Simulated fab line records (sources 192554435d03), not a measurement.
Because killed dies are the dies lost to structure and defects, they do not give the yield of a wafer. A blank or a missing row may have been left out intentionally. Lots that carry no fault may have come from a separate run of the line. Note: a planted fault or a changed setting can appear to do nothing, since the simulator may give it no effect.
Which of the tools did it? || flow n5 finfet || 10 lots with 30 wafers sampled at 3 steps, on a route of 1938 steps

## WHAT EACH GAUGE READ, for each wafer
N5_BEOL_M4_RS_MEAS_58: a four-point-probe measurement. Usual: for M4_RS the level is 0.69 ohm/sq and the standard deviation is 0.038.
{"lot": "L560", "measured": "day 8 05:57", "on": "film metro-02", "M4_RS (ohm/sq)": "0.68 0.69 0.71", "flag": ""}
{"lot": "L561", "measured": "day 8 08:09", "on": "film metro-01", "M4_RS (ohm/sq)": "0.66 0.68 0.71", "flag": ""}
{"lot": "L562", "measured": "day 8 23:49", "on": "film metro-02", "M4_RS (ohm/sq)": "0.77 0.70 0.72", "flag": ""}
{"lot": "L569", "measured": "day 10 05:14", "on": "film metro-02", "M4_RS (ohm/sq)": "0.67 0.72 0.67", "flag": ""}
{"lot": "L575", "measured": "day 12 11:57", "on": "film metro-01", "M4_RS (ohm/sq)": "0.72 0.70 0.70", "flag": ""}
{"lot": "L576", "measured": "day 12 15:08", "on": "film metro-02", "M4_RS (ohm/sq)": "0.67 0.63 0.66", "flag": ""}
{"lot": "L579", "measured": "day 12 23:34", "on": "film metro-02", "M4_RS (ohm/sq)": "0.76 0.71 0.70", "flag": ""}
{"lot": "L582", "measured": "day 13 18:32", "on": "film metro-01", "M4_RS (ohm/sq)": "0.68 0.68 0.71", "flag": ""}
{"lot": "L580", "measured": "day 13 18:43", "on": "film metro-02", "M4_RS (ohm/sq)": "0.71 0.67 0.76", "flag": ""}
{"lot": "L581", "measured": "day 13 22:54", "on": "film metro-01", "M4_RS (ohm/sq)": "0.82 0.69 0.74", "flag": ""}

N5_BEOL_M5_CD_MEAS_11: the cd target is 27.74 nm. Usual: cd nm at 27.91 nm, with a standard deviation of 0.24.
{"lot": "L560", "measured": "day 8 09:19", "on": "cd sem-03", "cd nm (nm)": "27.76 27.75 27.78", "flag": ""}
{"lot": "L561", "measured": "day 8 10:39", "on": "cd sem-03", "cd nm (nm)": "28.10 28.05 27.96", "flag": ""}
{"lot": "L562", "measured": "day 9 02:21", "on": "cd sem-01", "cd nm (nm)": "28.49 28.03 27.82", "flag": ""}
{"lot": "L569", "measured": "day 10 07:27", "on": "cd sem-03", "cd nm (nm)": "26.72 27.08 26.63", "flag": "OFF"}
{"lot": "L575", "measured": "day 12 15:08", "on": "cd sem-03", "cd nm (nm)": "28.30 27.99 27.60", "flag": ""}
{"lot": "L576", "measured": "day 12 17:44", "on": "cd sem-02", "cd nm (nm)": "27.67 27.69 27.99", "flag": ""}
{"lot": "L579", "measured": "day 13 03:45", "on": "cd sem-03", "cd nm (nm)": "27.96 28.61 28.17", "flag": ""}
{"lot": "L582", "measured": "day 13 22:39", "on": "cd sem-03", "cd nm (nm)": "27.80 27.68 27.58", "flag": ""}
{"lot": "L580", "measured": "day 13 22:49", "on": "cd sem-03", "cd nm (nm)": "27.60 27.84 27.94", "flag": ""}
{"lot": "L581", "measured": "day 14 01:07", "on": "cd sem-02", "cd nm (nm)": "28.20 27.93 27.84", "flag": ""}

## WHAT TOOL EACH LOT RAN ON (gives the tool, then ch and the chambers of the sampled wafers, and finally the start)
{"lot": "L560", "N5_BEOL_M5_EXPOSE_08": "euv scanner-01 ch 0, day 8 09:11"}
{"lot": "L561", "N5_BEOL_M5_EXPOSE_08": "euv scanner-01 ch 0, day 8 10:32"}
{"lot": "L562", "N5_BEOL_M5_EXPOSE_08": "euv scanner-01 ch 0, day 9 02:14"}
{"lot": "L569", "N5_BEOL_M5_EXPOSE_08": "euv scanner-01 ch 0, day 10 07:20"}
{"lot": "L575", "N5_BEOL_M5_EXPOSE_08": "euv scanner-02 ch 0, day 12 15:01"}
{"lot": "L576", "N5_BEOL_M5_EXPOSE_08": "euv scanner-02 ch 0, day 12 17:37"}
{"lot": "L579", "N5_BEOL_M5_EXPOSE_08": "euv scanner-02 ch 0, day 13 03:37"}
{"lot": "L582", "N5_BEOL_M5_EXPOSE_08": "euv scanner-01 ch 0, day 13 22:32"}
{"lot": "L580", "N5_BEOL_M5_EXPOSE_08": "euv scanner-02 ch 0, day 13 22:41"}
{"lot": "L581", "N5_BEOL_M5_EXPOSE_08": "euv scanner-01 ch 0, day 14 00:59"}
- N5_BEOL_M5_EXPOSE_08: exposes mask M5, target cd 28 nm.

## WHAT THE TOOLS THEMSELVES READ (means of the sampled wafers that have a number; where no wafer has one, the mark that the record gives instead)
N5_BEOL_M5_EXPOSE_08. Usual: exposure dose mJ cm2 at 35.71, with a standard deviation of 0.048.
{"lot": "L560", "tool": "euv scanner-01", "exposure dose mJ cm2": 35.66, "flag": ""}
{"lot": "L561", "tool": "euv scanner-01", "exposure dose mJ cm2": 35.69, "flag": ""}
{"lot": "L562", "tool": "euv scanner-01", "exposure dose mJ cm2": 35.65, "flag": ""}
{"lot": "L569", "tool": "euv scanner-01", "exposure dose mJ cm2": 36.16, "flag": "OFF"}
{"lot": "L575", "tool": "euv scanner-02", "exposure dose mJ cm2": 35.75, "flag": ""}
{"lot": "L576", "tool": "euv scanner-02", "exposure dose mJ cm2": 35.76, "flag": ""}
{"lot": "L579", "tool": "euv scanner-02", "exposure dose mJ cm2": 35.78, "flag": ""}
{"lot": "L582", "tool": "euv scanner-01", "exposure dose mJ cm2": 35.66, "flag": ""}
{"lot": "L580", "tool": "euv scanner-02", "exposure dose mJ cm2": 35.70, "flag": ""}
{"lot": "L581", "tool": "euv scanner-01", "exposure dose mJ cm2": 35.66, "flag": ""}

## THE ANSWER, worked out from the rows above alone
Rule: a lot is off if the mean of its wafers that have a number lies more than 3 standard deviations from the usual mean. Also off: a lot with no number at a reading for which 4 or more lots have one. All remaining lots with rows at the step are treated as sound. The gauges are gone through in route order, then the tools' own readings, and for those a lot's mean is taken as printed above. At the first step where some lot is off, the reading lying furthest off is the one used; lots without a number count as furthest.
Off, at N5_BEOL_M5_CD_MEAS_11 on cd nm: L569.
If a tool, at a process step before that reading, ran all the lots that are off and no sound lot after the first of them, it fits. Not tried: the gauges at N5_BEOL_M5_CD_MEAS_11; whatever is off there is also off at N5_BEOL_M5_EXPOSE_08, on other tools, and gauge error can't account for it. Not one of the candidates tried fits.

## WHAT THE SIMULATOR HAD PUT IN
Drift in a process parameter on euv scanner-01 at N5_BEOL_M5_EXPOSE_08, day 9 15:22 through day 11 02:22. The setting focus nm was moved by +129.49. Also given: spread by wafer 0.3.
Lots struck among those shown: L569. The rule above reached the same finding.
